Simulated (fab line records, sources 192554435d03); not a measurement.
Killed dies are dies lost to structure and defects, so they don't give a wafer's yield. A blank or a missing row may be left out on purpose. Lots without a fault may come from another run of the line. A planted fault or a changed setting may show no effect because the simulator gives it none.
Chamber matching | flow n5_finfet | N5_BEOL_M12_DEP_53 on pecvd-02: 3 sister chambers
The step deposits SiCN from 3MS/NH3, target thk 30 nm, time 10.5 s. 24 wafers are shown with their chamber, then 12 later ones without.

WAFERS WITH THEIR CHAMBER
wafer  | chamber | throttle_valve_pct (%) | showerhead_plenum_p_Torr (Torr)
L077.2 | 1       | 18.4                   | 4.183
L077.3 | 2       | 16.8                   | 4.142
L077.5 | 2       | 17.1                   | 4.141
L080.1 | 0       | 17.2                   | 4.162
L080.2 | 2       | 16.9                   | 4.139
L080.3 | 1       | 18.6                   | 4.173
L080.4 | 1       | 18.2                   | 4.182
L080.5 | 0       | 17.4                   | 4.150
L080.6 | 2       | 16.7                   | 4.129
L082.1 | 2       | 16.8                   | 4.138
L082.2 | 0       | 17.1                   | 4.154
L082.3 | 1       | 18.5                   | 4.175
L082.4 | 2       | 16.8                   | 4.126
L082.5 | 1       | 18.4                   | 4.178
L082.6 | 0       | 17.4                   | 4.160
L086.2 | 0       | 17.5                   | 4.169
L086.3 | 0       | 17.3                   | 4.157
L086.4 | 2       | 17.2                   | 4.129
L084.1 | 0       | 17.4                   | 4.164
L084.4 | 0       | 17.5                   | 4.163
L084.5 | 0       | 17.5                   | 4.149
L085.1 | 2       | 17.2                   | 4.140
L085.2 | 0       | 17.6                   | 4.153
L085.3 | 2       | 17.3                   | 4.135

SIGNATURES (means of the wafers above)
reading                  | chamber 0 | chamber 1 | chamber 2 | scatter within a chamber
throttle_valve_pct       | 17.390    | 18.420    | 16.978    | 0.182
showerhead_plenum_p_Torr | 4.15810   | 4.17820   | 4.13544   | 0.00598
Rule: a wafer's distance from a chamber is the root of the sum, over the readings, of the square of ((its reading less the chamber's mean) divided by the reading's scatter). The wafer belongs to the nearest chamber; if the next one is less than 2 further off, it can't be placed. The scatter: the root of (the sum of the squares of (reading less its chamber's mean) over the shown wafers, divided by (wafers less chambers)).

WAFERS WITHOUT THEIR CHAMBER
wafer  | throttle_valve_pct (%) | showerhead_plenum_p_Torr (Torr)
L085.4 | 17.2                   | 4.149
L085.5 | 16.9                   | 4.130
L085.6 | 17.4                   | 4.148
L088.2 | 17.1                   | 4.158
L088.5 | 17.2                   | 4.136
L088.6 | 17.4                   | 4.159
L095.1 | 17.5                   | 4.164
L095.2 | 17.3                   | 4.140
L095.6 | 17.0                   | 4.168
L097.4 | 17.3                   | 4.158
L097.5 | 17.3                   | 4.170
L097.6 | 17.2                   | 4.121

WHICH CHAMBER EACH WENT THROUGH
wafer  | from the rows above     | in truth
L085.4 | can't be placed: 0 or 2 | 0
L085.5 | 2                       | 2
L085.6 | can't be placed: 0 or 2 | 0
L088.2 | 0                       | 0
L088.5 | 2                       | 2
L088.6 | 0                       | 0
L095.1 | 0                       | 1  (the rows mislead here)
L095.2 | can't be placed: 2 or 0 | 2
L095.6 | 0                       | 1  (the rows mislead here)
L097.4 | 0                       | 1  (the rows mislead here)
L097.5 | 0                       | 0
L097.6 | 2                       | 2
Placed correctly: 6 of 12. Can't be placed from these rows: 3 (the true chamber is among the candidates in 3). Placed wrongly: 3.
